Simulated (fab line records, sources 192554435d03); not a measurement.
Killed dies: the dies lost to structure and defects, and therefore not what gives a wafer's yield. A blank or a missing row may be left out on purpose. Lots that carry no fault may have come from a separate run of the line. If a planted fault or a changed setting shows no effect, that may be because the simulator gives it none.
fab line records	flow n5-finfet
[record] lots = 4	wafers = 12	last-day = 18
route steps=1938 shown SD_EPI_N@263 BEOL_M4@1111 PASSIVATION@1936
lots that met no fault: taken from a fault-free run of the same line
start-h: start of the lot's first displayed wafer, in hours after the record's first day	wait-h: hours elapsed since this lot's preceding step	" same as the row above	L1.1+2: one row covering several wafers at once	- value missing, or start not given	* or withheld: withheld	< > ~ a bound
route shown NAME@n: names a module that has steps shown in the file, with the first one's number in the route	usual: average and standard deviation across the fault-free wafers	same: alike in all rows	chamber/n: place in a boat	sites: each site's reading	_std_site: the values' standard deviation	_edge_site: the outer-site mean with the inner-site mean subtracted	radius-mm: for every site, how far away it sits from the centre of the wafer	mask NAME#n: copy n	behind: the most recent tool/chamber to have shaped the wafer	hold: cause of the lot's hold/its duration in hours/its outcome	device: whichever transistor did not switch (one of n, p or np)	end of line: tests run on the same wafers once the route is complete	step lacking rows: just its recipe	killed: dies lost to structure and defects at the first sort, not the wafer's yield	map: the dies of a wafer, with x for killed, . for not killed, _ for no die there
set.NAME: the setting the step ran with; set.NAME@STEP: the setting that earlier step ran with	model.NAME: the simulator's own value behind a step, which no gauge read
certain route steps with their lots: each step a table, each wafer a row
services: the hour from which a tool's chamber was out of use, counted from the record's first day as start-h (under 0 if before that day), plus the number of hours and why
[[steps]]
[step N5_SD_EPI_N_COAT_33]
[recipe] resist = SiARC	temp-c = 220	time-s = 60	spin-rpm = 1500	resist-thk-nm = 35
[step N5_SD_EPI_N_COAT_03]
[recipe] resist = CAR-ArF-block	spin-rpm = 1500	resist-thk-nm = 150
[step N5_SD_EPI_N_EBR_05]
[recipe] solvent = PGMEA	ebr-width-mm = 1.5
[step N5_SD_EPI_N_SOFTBAKE_04]
[recipe] temp-c = 110	time-s = 60	resist = CAR-ArF-block
[step N5_SD_EPI_N_EXPOSE_06]
[recipe] mask-id = SD_N_BLK	na = 1.35	source-shape = conventional	sigma-outer = 0.8	polarization = unpolarized	target-cd-nm = 120	dose-mj = 39.75
[step N5_SD_EPI_N_PEB_07]
[recipe] peb-temp-c = 110	peb-time-s = 60	resist = CAR-ArF-block
[step N5_SD_EPI_N_DEVELOP_08]
[recipe] develop-time-s = 30	developer = TMAH	resist = CAR-ArF-block	dev-temp-c = 23	rinse-liquid = diw	dry = air-spin
[step N5_SD_EPI_N_DESCUM_14]
[recipe] chemistry = O2	time-s = 7.9	source-power-w = 50	bias-power-w = 20	pressure-mtorr = 20	rf-frequency-hz = 2.712e+07	temp-c = 40	resist = CAR-ArF-block	o2-flow-sccm = 225
[step N5_SD_EPI_N_ETCH_34]
[recipe] chemistry = CF4	target = SiARC	target-depth-a = 455	mask-material = CAR-ArF-block	time-s = 75.8	ion-energy-ev = 80	pressure-mtorr = 40	source-w = 545	bias-w = 36	Ar_flow_sccm = 100	cf4-flow-sccm = 100	ends = cleared
[step N5_SD_EPI_N_ETCH_35]
[recipe] chemistry = N2/H2	target = SOC	overetch-a = 1080	mask-material = SiARC	temp-c = 40	ion-energy-ev = 100	source-w = 3000	bias-w = 133	pressure-mtorr = 20	time-s = 486	n2-flow-sccm = 200	h2-flow-sccm = 200
[usual] bias-w = 133.0/0.41	chamber-pressure-mTorr = 20.000/0.018	drypump-motor-current-A = 5.4/0.36	oes-product-au = 0.71/0.07	rf-vpp-V = 241.0/1.3	showerhead-plenum-p-Torr = 2.56/0.078	temp-c = 39.99/0.12	throttle-valve-pct = 23.6/0.32
lot.wafer	tool	chamber	start-h	wait-h	bias-w	chamber-pressure-mTorr	drypump-motor-current-A	oes-product-au	rf-hours-counter-h	rf-vpp-V	showerhead-plenum-p-Torr	temp-c	throttle-valve-pct	model.CAR-ArF-block_of_SD_EPI_N_COAT_03.thk-nm	model.SiARC_of_SD_EPI_N_COAT_33.thk-nm	model.SD_EPI_N.cd-nm
L587.1	rie-diel-05	3	95.13	0.0	-	-	-	-	-	-	-	-	-	111.2	35	119.2
L587.3	"	0	"	"	-	-	-	-	-	-	-	-	-	110.4	35	119.6
L587.5	"	2	"	"	-	-	-	-	-	-	-	-	-	111.4	34.8	119.8
L588.1	rie-diel-05	1	102.33	0.0	-	-	-	-	-	-	-	-	-	111.6	35	120.4
L588.5	"	1	"	"	-	-	-	-	-	-	-	-	-	111.4	35	119.8
L588.6	"	0	"	"	-	-	-	-	-	-	-	-	-	111.4	34.8	120.4
L600.2	rie-diel-05	2	177.32	0.0	132.3	20.001	5.1	0.65	180	240.7	2.63	39.86	23.7	0	20	116.8
L600.3	"	3	"	"	132.9	19.997	5.2	0.77	47	238.8	2.49	39.92	23.5	0	19.2	120.8
L600.6	"	2	"	"	132.4	20.032	5.1	0.65	-	243.2	2.63	39.85	23.7	0	20.2	116.4
L601.2	rie-diel-05	1	184.16	0.0	132.3	19.999	5.3	0.75	83	242.0	2.66	39.91	23.2	0	18.8	116.6
L601.4	"	2	"	"	133.6	19.983	5.1	0.65	182	241.8	2.63	39.89	23.7	0	20	115.6
L601.6	"	2	"	"	133.9	20.013	5.1	0.65	-	241.5	2.63	39.83	23.7	0	20.2	115.8
[step N5_SD_EPI_N_STRIP_36]
[recipe] chemistry = N2/H2	temp-c = 40	n2-flow-sccm = 200	h2-flow-sccm = 200	rf-frequency-hz = 6e+07
[step N5_SD_EPI_N_ETCHBACK_44]
[recipe] chemistry = CH3F/O2	mode = anisotropic-etchback	target = SiNx	target-depth-a = 145	stop-on = SiO2	over-etch-frac = 0.3	ion-energy-ev = 120	pressure-mtorr = 30	source-w = 395	bias-w = 73	Ar_flow_sccm = 150	CH3F_flow_sccm = 30	O2_flow_sccm = 20
[usual] drypump-motor-current-A = 5.4/0.36	oes-product-au = 0.68/0.067	rf-vpp-V = 303/11	showerhead-plenum-p-Torr = 2.02/0.066	throttle-valve-pct = 16.26/0.17
lot.wafer	tool	chamber	start-h	wait-h	drypump-motor-current-A	oes-product-au	rf-hours-counter-h	rf-vpp-V	showerhead-plenum-p-Torr	throttle-valve-pct
L587.1	rie-diel-05	3	95.46	0.0	5.2	0.34	20	318	1.97	16.07
L587.3	"	0	"	"	5.4	0.27	197	293	1.98	16.42
L587.5	"	2	"	"	5.1	0.28	-	308	2.09	16.30
L588.1	rie-diel-05	1	102.65	0.0	5.3	0.33	57	311	2.12	15.98
L588.5	"	1	"	"	5.3	0.32	-	313	2.12	15.99
L588.6	"	0	"	"	5.4	0.26	-	295	1.98	16.40
L600.2	rie-diel-05	2	177.64	0.0	5.1	0.62	181	307	2.08	16.40
L600.3	"	3	"	"	5.2	0.73	47	318	1.96	16.17
L600.6	"	2	"	"	5.1	0.62	-	308	2.08	16.40
L601.2	rie-diel-05	1	184.49	0.0	5.3	0.71	83	311	2.11	16.06
L601.4	"	2	"	"	5.1	0.62	182	307	2.08	16.40
L601.6	"	2	"	"	5.1	0.62	-	306	2.08	16.40
[step N5_SD_EPI_N_ETCH_45]
[recipe] chemistry = CH3F/O2	target = SiOCN	target-depth-a = 60	mask-material = SOC	ion-energy-ev = 60	bias-w = 29	pressure-mtorr = 15	source-w = 410	Ar_flow_sccm = 150	CH3F_flow_sccm = 30	O2_flow_sccm = 20
[step N5_SD_EPI_N_ETCH_16]
[recipe] chemistry = CHF3/O2	target = SiO2	target-depth-a = 50	mask-material = SOC	pressure-mtorr = 30	source-w = 650	bias-w = 170	Ar_flow_sccm = 200	CHF3_flow_sccm = 50	O2_flow_sccm = 5	ion-energy-ev = 200
[usual] CHF3_flow_sccm = 50.01/0.14	O2_flow_sccm = 4.999/0.014	drypump-motor-current-A = 5.4/0.36	oes-product-au = 0.80/0.09	rf-vpp-V = 534/20	showerhead-plenum-p-Torr = 2.43/0.075	throttle-valve-pct = 18.81/0.15
lot.wafer	tool	chamber	start-h	wait-h	CHF3_flow_sccm	O2_flow_sccm	drypump-motor-current-A	oes-product-au	rf-hours-counter-h	rf-vpp-V	showerhead-plenum-p-Torr	throttle-valve-pct	model.SiARC_of_SD_EPI_N_COAT_33.thk-nm
L587.1	rie-diel-05	3	95.66	0.1	50.01	5.011	5.2	0.93	20	564	2.38	18.74	27.2
L587.3	"	0	"	"	50.02	4.999	5.4	0.72	197	518	2.38	18.94	27.6
L587.5	"	2	"	"	49.99	4.999	5.1	0.74	-	542	2.51	18.87	27.6
L588.1	rie-diel-05	1	102.85	0.1	50.31	4.999	5.3	0.89	57	552	2.54	18.58	27
L588.5	"	1	"	"	49.89	5.000	5.2	0.89	-	552	2.54	18.55	27.2
L588.6	"	0	"	"	50.11	4.989	5.4	0.70	-	519	2.38	18.96	27.6
L600.2	rie-diel-05	2	177.84	0.1	49.99	4.977	5.1	0.71	181	541	2.50	18.92	12.8
L600.3	"	3	"	"	49.83	5.003	5.2	0.87	47	563	2.37	18.80	11.4
L600.6	"	2	"	"	50.09	4.991	5.1	0.72	-	542	2.50	18.92	12.8
L601.2	rie-diel-05	1	184.69	0.1	50.08	4.991	5.3	0.85	83	552	2.53	18.62	11.2
L601.4	"	2	"	"	50.17	5.004	5.1	0.71	182	542	2.50	18.91	12.8
L601.6	"	2	"	"	50.08	4.987	5.1	0.71	-	541	2.50	18.92	13
[step N5_SD_EPI_N_STRIP_47]
[recipe] chemistry = CHF3/O2	resist = SiARC	rf-frequency-hz = 6e+07
[step N5_SD_EPI_N_SD_RECESS_17]
[recipe] chemistry = HBr/Cl2/O2	target-depth-a = 410	mask-material = SOC	time-s = 23.7	bt-time-s = 3	pressure-mtorr = 10	icp-w = 800	bias-w = 112	HBr_flow_sccm = 150	Cl2_flow_sccm = 80	O2_flow_sccm = 12
[usual] drypump-motor-current-A = 5.5/0.53	mfc-cl2-sccm = 80.04/0.24	oes-product-au = 0.998/0.015	throttle-valve-pct = 37.3/0.32
lot.wafer	tool	chamber	start-h	wait-h	drypump-motor-current-A	mfc-cl2-sccm	oes-product-au	rf-hours-counter-h	throttle-valve-pct	model.SD_EPI_N.cd-nm
L587.1	rie-si-06	3	95.73	0.0	5.7	80.03	1.009	140	37.6	119.2
L587.3	"	0	"	"	5.1	80.17	1.017	156	37.4	119.4
L587.5	"	1	"	"	5.9	80.00	0.999	-	37.6	119.8
L588.1	rie-si-04	0	102.92	0.0	5.4	79.92	0.992	132	37.2	120.4
L588.5	"	2	"	"	5.7	79.71	0.982	-	37.3	119.6
L588.6	"	3	"	"	5.4	79.60	1.034	-	36.9	120
L600.2	rie-si-04	1	177.92	0.0	6.5	79.76	0.998	122	37.5	117
L600.3	"	0	"	"	5.4	79.91	0.997	133	37.2	120.6
L600.6	"	2	"	"	5.7	80.22	0.979	-	37.2	116.8
L601.2	rie-si-04	1	184.76	0.0	6.5	79.83	0.993	122	37.5	116.4
L601.4	"	1	"	"	6.5	79.71	0.997	-	37.5	115.8
L601.6	"	2	"	"	5.8	79.43	0.981	-	37.2	116
[step N5_SD_EPI_N_STRIP_38]
[recipe] chemistry = N2/H2	power-w = 1000	temp-c = 250	h2-frac = 0.65	overash-fraction = 0.3	pressure-mtorr = withheld	n2-flow-sccm = 1750	h2-flow-sccm = 3250
[step N5_BEOL_M4_RC_MEAS_101]
[usual] DIBL_N = 36.7/2.6	DIBL_P = 36.9/2.8	IOFF_N = 0.17/0.043	IOFF_P = 0.22/0.05	ION_N = 678/15	ION_P = 465/9.2	SS_N = 71.6/0.79	SS_P = 73.5/0.82	VT_N = 250/3.9	VT_P = -250/3.7
lot.wafer	tool	chamber	start-h	wait-h	DIBL_N[mV/V]	DIBL_P[mV/V]	IOFF_N[nA/um]	IOFF_P[nA/um]	ION_N[uA/um]	ION_P[uA/um]	SS_N[mV/dec]	SS_P[mV/dec]	VT_N[mV]	VT_P[mV]
L600.2	prober-02	0	312.84	0.2	40.6	39.8	0.25	0.30	707	477	72.6	75.2	244	-245
L600.3	"	0	"	"	40.1	38.9	0.24	0.28	723	480	71.9	75.0	242	-246
L600.6	"	0	"	"	34.5	32.6	0.12	0.17	652	454	69.9	72.5	252	-253
L601.2	prober-01	0	334.92	0.2	41.5	42.3	0.24	0.30	696	474	72.3	74.3	246	-249
L601.4	"	0	"	"	40.9	41.8	0.23	0.28	697	476	72.4	73.9	245	-248
L601.6	"	0	"	"	39.1	39.8	0.19	0.25	696	472	72.0	74.7	247	-248
[step N5_PASSIVATION_PROBE_49]
[usual] defect-limited-yield = 91.0/1.4	killed_at_M0_to_M3 = 36/9.6	killed_at_M4_up = 14/6.1	killed-at-contacts = 13/6.6	killed-at-front-end = 40/11	killed-at-other = 3.2/2.9	killed-dies = 106/17	killed-on-rim = 14/3.9	killed-open = 71/12	killed-short = 33/7.3	sort_bin_5_function = 5.3/1	sort_bin_6_memory = 3.4/0.68	sort-n-pass = 1073/19	sort-yield-pct = 91.0/1.6
[same] gross-dies = 1180	killed-at-back-side = 0	sort_bin_4_leakage[%] = 0	sort_bin_8_speed[%] = 0
lot.wafer	tool	chamber	start-h	wait-h	defect-limited-yield[%]	killed_at_M0_to_M3	killed_at_M4_up	killed-at-contacts	killed-at-front-end	killed-at-other	killed-dies	killed-on-rim	killed-open	killed-short	sort_bin_5_function[%]	sort_bin_6_memory[%]	sort-n-pass	sort-yield-pct[%]
L587.1	prober-02	-	311.72	0.0	0	15	15	13	1135	2	1180	152	48	36	96.6	3.1	0	0
L587.3	prober-02	-	311.82	0.1	0	25	25	14	1111	5	1180	152	88	41	96.3	3.5	0	0
L587.5	prober-02	-	311.92	0.2	0	28	20	12	1114	6	1180	152	68	28	95.6	3.7	0	0
L588.1	prober-02	-	353.60	0.0	0	30	15	11	1121	3	1180	152	65	32	97.0	2.5	0	0
L588.5	prober-02	-	353.80	0.2	0	37	9	15	1118	1	1180	152	71	36	95.8	4.1	0	0
L588.6	prober-02	-	353.85	0.3	0	41	15	13	1110	1	1180	152	86	27	96.4	3.3	0	0
L600.2	prober-02	-	426.20	0.1	92.3	26	16	13	33	3	91	12	54	37	5.4	2.1	1089	92.3
L600.3	prober-02	-	426.25	0.1	92.3	25	17	18	27	4	91	11	61	30	4.6	2.9	1089	92.3
L600.6	prober-02	-	426.40	0.3	92.5	20	5	24	37	2	88	15	64	24	4.8	2.1	1092	92.5
L601.2	prober-02	-	443.25	0.1	90.4	38	24	8	41	2	113	21	66	40	5.3	3.5	1067	90.4
L601.4	prober-02	-	443.35	0.2	89.9	49	19	4	44	3	119	13	74	44	6.8	3.1	1061	89.9
L601.6	prober-02	-	443.45	0.3	88.5	44	25	5	57	5	136	19	100	35	7.5	3.8	1044	88.5
// killed by level:class
L587.1 SD_EPI_N:area-etch=1096 FIN_SAQP:geometric-particle:open=12 MOL_CONTACT_COAG:geometric-particle:open=8 FIN_SAQP:geometric-particle:short=6 STI_FIN_REVEAL:geometric-particle:open=6 BEOL_M0_SAQP:geometric-particle:short=6 MOL_CONTACT_COAG:geometric-particle:short=5 BEOL_M4:geometric-particle:open=5
L587.3 SD_EPI_N:area-etch=1049 FIN_SAQP:geometric-particle:open=31 BEOL_M4:geometric-particle:open=13 MOL_CONTACT_COAG:geometric-particle:open=10 FIN_SAQP:geometric-particle:short=7 BEOL_M0_SAQP:geometric-particle:open=7 BEOL_M3:geometric-particle:open=6 BEOL_M7:geometric-particle:open=5
L587.5 SD_EPI_N:area-etch=1081 MOL_CONTACT_COAG:geometric-particle:open=10 BEOL_M4:geometric-particle:open=9 BEOL_M3:geometric-particle:open=6 ILD0:geometric-particle:open=5 BEOL_M0_SAQP:geometric-particle:short=5 BEOL_M0_SAQP:geometric-particle:open=5 BEOL_M2:geometric-particle:open=5
L588.1 SD_EPI_N:area-etch=1079 BEOL_M1:geometric-particle:open=11 MOL_CONTACT_COAG:geometric-particle:open=9 DUMMY_GATE:geometric-particle:open=8 BEOL_M0_SAQP:geometric-particle:open=7 FIN_SAQP:geometric-particle:open=6 DUMMY_GATE:geometric-particle:short=5 BEOL_M0_SAQP:geometric-particle:short=5
L588.5 SD_EPI_N:area-etch=1070 STI_FIN_REVEAL:geometric-particle:open=18 BEOL_M2:geometric-particle:open=13 MOL_CONTACT_COAG:geometric-particle:open=10 BEOL_M0_SAQP:geometric-particle:short=7 FIN_SAQP:geometric-particle:open=5 FIN_SAQP:geometric-particle:short=5 BEOL_M1:geometric-particle:open=5
L588.6 SD_EPI_N:area-etch=1065 STI_FIN_REVEAL:geometric-particle:open=20 MOL_CONTACT_COAG:geometric-particle:open=10 BEOL_M2:geometric-particle:open=10 BEOL_M0_SAQP:geometric-particle:short=9 BEOL_M0_SAQP:geometric-particle:open=7 DUMMY_GATE:geometric-particle:open=7 BEOL_M1:geometric-particle:open=7
L600.2 MOL_CONTACT_COAG:geometric-particle:open=12 GATE_CUT:geometric-particle:short=9 BEOL_M0_SAQP:geometric-particle:open=9 BEOL_M4:geometric-particle:open=7 ILD0:geometric-particle:short=5 BEOL_M0_SAQP:geometric-particle:short=5 BEOL_M2:geometric-particle:short=5 STARTING-WAFER:geometric-particle:short=4
L600.3 MOL_CONTACT_COAG:geometric-particle:open=14 BEOL_M3:geometric-particle:open=8 BEOL_M0_SAQP:geometric-particle:short=7 BEOL_M5:geometric-particle:open=6 FIN_SAQP:geometric-particle:open=5 BEOL_M2:geometric-particle:open=5 GATE_CUT:geometric-particle:short=4 MOL_CONTACT_COAG:geometric-particle:short=4
L600.6 MOL_CONTACT_COAG:geometric-particle:open=19 STI_FIN_REVEAL:geometric-particle:open=8 SPACER0:geometric-particle:short=5 SPACER0:geometric-particle:open=5 MOL_CONTACT_COAG:geometric-particle:short=5 DUMMY_GATE:geometric-particle:open=4 BEOL_M0:geometric-particle:short=4 STARTING-WAFER:geometric-particle:open=4
L601.2 BEOL_M4:geometric-particle:open=12 BEOL_M2:geometric-particle:open=11 GATE_CUT:geometric-particle:short=11 BEOL_M2:geometric-particle:short=8 FIN_SAQP:geometric-particle:open=7 MOL_CONTACT_COAG:geometric-particle:open=6 BEOL_M0_SAQP:geometric-particle:short=5 BEOL_M0_SAQP:geometric-particle:open=5
L601.4 GATE_CUT:geometric-particle:short=13 FIN_SAQP:geometric-particle:open=12 BEOL_M1:geometric-particle:open=10 BEOL_M0_SAQP:geometric-particle:short=9 BEOL_M3:geometric-particle:open=9 GATE_CUT:geometric-particle:open=7 BEOL_M4:geometric-particle:open=7 BEOL_M0_SAQP:geometric-particle:open=6
L601.6 BEOL_M4:geometric-particle:open=14 FIN_SAQP:geometric-particle:open=11 GATE_CUT:geometric-particle:open=10 BEOL_M3:geometric-particle:open=10 STI_FIN_REVEAL:geometric-particle:open=9 BEOL_M1:geometric-particle:open=9 BEOL_M2:geometric-particle:open=7 GATE_CUT:geometric-particle:short=6
// map L587.1 (x killed, . not)
_________________xxxxxxxxxxxx________________
______________xxxxxxxxxxxxxxxxxx_____________
___________xxxxxxxxxxxxxxxxxxxxxxxx__________
__________xxxxxxxxxxxxxxxxxxxxxxxxxx_________
________xxxxxxxxxxxxxxxxxxxxxxxxxxxxxx_______
_______xxxxxxxxxxxxxxxxxxxxxxxxxxxxxxxx______
______xxxxxxxxxxxxxxxxxxxxxxxxxxxxxxxxxx_____
_____xxxxxxxxxxxxxxxxxxxxxxxxxxxxxxxxxxxx____
____xxxxxxxxxxxxxxxxxxxxxxxxxxxxxxxxxxxxxx___
___xxxxxxxxxxxxxxxxxxxxxxxxxxxxxxxxxxxxxxxx__
___xxxxxxxxxxxxxxxxxxxxxxxxxxxxxxxxxxxxxxxx__
__xxxxxxxxxxxxxxxxxxxxxxxxxxxxxxxxxxxxxxxxxx_
__xxxxxxxxxxxxxxxxxxxxxxxxxxxxxxxxxxxxxxxxxx_
_xxxxxxxxxxxxxxxxxxxxxxxxxxxxxxxxxxxxxxxxxxxx
_xxxxxxxxxxxxxxxxxxxxxxxxxxxxxxxxxxxxxxxxxxxx
_xxxxxxxxxxxxxxxxxxxxxxxxxxxxxxxxxxxxxxxxxxxx
_xxxxxxxxxxxxxxxxxxxxxxxxxxxxxxxxxxxxxxxxxxxx
_xxxxxxxxxxxxxxxxxxxxxxxxxxxxxxxxxxxxxxxxxxxx
_xxxxxxxxxxxxxxxxxxxxxxxxxxxxxxxxxxxxxxxxxxxx
_xxxxxxxxxxxxxxxxxxxxxxxxxxxxxxxxxxxxxxxxxxxx
_xxxxxxxxxxxxxxxxxxxxxxxxxxxxxxxxxxxxxxxxxxxx
__xxxxxxxxxxxxxxxxxxxxxxxxxxxxxxxxxxxxxxxxxx_
__xxxxxxxxxxxxxxxxxxxxxxxxxxxxxxxxxxxxxxxxxx_
___xxxxxxxxxxxxxxxxxxxxxxxxxxxxxxxxxxxxxxxx__
___xxxxxxxxxxxxxxxxxxxxxxxxxxxxxxxxxxxxxxxx__
____xxxxxxxxxxxxxxxxxxxxxxxxxxxxxxxxxxxxxx___
_____xxxxxxxxxxxxxxxxxxxxxxxxxxxxxxxxxxxx____
______xxxxxxxxxxxxxxxxxxxxxxxxxxxxxxxxxx_____
_______xxxxxxxxxxxxxxxxxxxxxxxxxxxxxxxx______
________xxxxxxxxxxxxxxxxxxxxxxxxxxxxxx_______
__________xxxxxxxxxxxxxxxxxxxxxxxxxx_________
___________xxxxxxxxxxxxxxxxxxxxxxxx__________
______________xxxxxxxxxxxxxxxxxx_____________
_________________xxxxxxxxxxxx________________
// map L588.1 (x killed, . not)
_________________xxxxxxxxxxxx________________
______________xxxxxxxxxxxxxxxxxx_____________
___________xxxxxxxxxxxxxxxxxxxxxxxx__________
__________xxxxxxxxxxxxxxxxxxxxxxxxxx_________
________xxxxxxxxxxxxxxxxxxxxxxxxxxxxxx_______
_______xxxxxxxxxxxxxxxxxxxxxxxxxxxxxxxx______
______xxxxxxxxxxxxxxxxxxxxxxxxxxxxxxxxxx_____
_____xxxxxxxxxxxxxxxxxxxxxxxxxxxxxxxxxxxx____
____xxxxxxxxxxxxxxxxxxxxxxxxxxxxxxxxxxxxxx___
___xxxxxxxxxxxxxxxxxxxxxxxxxxxxxxxxxxxxxxxx__
___xxxxxxxxxxxxxxxxxxxxxxxxxxxxxxxxxxxxxxxx__
__xxxxxxxxxxxxxxxxxxxxxxxxxxxxxxxxxxxxxxxxxx_
__xxxxxxxxxxxxxxxxxxxxxxxxxxxxxxxxxxxxxxxxxx_
_xxxxxxxxxxxxxxxxxxxxxxxxxxxxxxxxxxxxxxxxxxxx
_xxxxxxxxxxxxxxxxxxxxxxxxxxxxxxxxxxxxxxxxxxxx
_xxxxxxxxxxxxxxxxxxxxxxxxxxxxxxxxxxxxxxxxxxxx
_xxxxxxxxxxxxxxxxxxxxxxxxxxxxxxxxxxxxxxxxxxxx
_xxxxxxxxxxxxxxxxxxxxxxxxxxxxxxxxxxxxxxxxxxxx
_xxxxxxxxxxxxxxxxxxxxxxxxxxxxxxxxxxxxxxxxxxxx
_xxxxxxxxxxxxxxxxxxxxxxxxxxxxxxxxxxxxxxxxxxxx
_xxxxxxxxxxxxxxxxxxxxxxxxxxxxxxxxxxxxxxxxxxxx
__xxxxxxxxxxxxxxxxxxxxxxxxxxxxxxxxxxxxxxxxxx_
__xxxxxxxxxxxxxxxxxxxxxxxxxxxxxxxxxxxxxxxxxx_
___xxxxxxxxxxxxxxxxxxxxxxxxxxxxxxxxxxxxxxxx__
___xxxxxxxxxxxxxxxxxxxxxxxxxxxxxxxxxxxxxxxx__
____xxxxxxxxxxxxxxxxxxxxxxxxxxxxxxxxxxxxxx___
_____xxxxxxxxxxxxxxxxxxxxxxxxxxxxxxxxxxxx____
______xxxxxxxxxxxxxxxxxxxxxxxxxxxxxxxxxx_____
_______xxxxxxxxxxxxxxxxxxxxxxxxxxxxxxxx______
________xxxxxxxxxxxxxxxxxxxxxxxxxxxxxx_______
__________xxxxxxxxxxxxxxxxxxxxxxxxxx_________
___________xxxxxxxxxxxxxxxxxxxxxxxx__________
______________xxxxxxxxxxxxxxxxxx_____________
_________________xxxxxxxxxxxx________________
[[services]]
tool	chamber	start-h	hours	kind
rie-diel-05	1	74.67	4.5	repair
rie-si-04	3	131.65	3.1	repair
rie-si-04	0	155.26	4.9	repair
rie-si-06	-	175.24	0.4	repair
rie-si-04	0	178.36	15.7	repair
rie-si-06	-	184.31	2.8	pm
[[key]]
[first-sign] step = N5_SD_EPI_N_ETCH_35	reading = tool-record	direction = missing
[effect] step = N5_SD_EPI_N_ETCHBACK_44	reading = oes-product-au	direction = down	sigmas = 5.7	usual = 0.68	struck = 0.30
[effect] step = N5_PASSIVATION_PROBE_49	reading = killed-at-front-end	direction = up	sigmas = 97	usual = 40	struck = 1118
[model-effect] step = N5_SD_EPI_N_ETCH_35	value = CAR-ArF-block_of_SD_EPI_N_COAT_03.thk-nm	without = 0	struck = 111.2
[model-effect] step = N5_SD_EPI_N_ETCH_16	value = SiARC_of_SD_EPI_N_COAT_33.thk-nm	without = 11.77	struck = 27.37
[model-effect] step = N5_SD_EPI_N_SD_RECESS_17	value = SD_EPI_N.cd-nm	without = 119.3	struck = 119.7
[more-kills-born-at] N5_SD_EPI_N_ETCH_35@rie-diel-05 = 6440
met-at N5_SD_EPI_N_ETCH_35
struck-wafers L587.1,L587.3,L587.5,L588.1,L588.5,L588.6
later-rows-left-out L587.1,L587.3,L587.5,L588.1,L588.5,L588.6
[fault] kind = skipped-step-whole	tool = rie-diel-05	chamber = -	onset-h = 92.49	steps = N5_SD_EPI_N_ETCH_35	scope = struck-lots-only
// later-rows-left-out: the simulator's readings of these wafers behind a module that went badly wrong aren't trusted and aren't shown, but for the sort
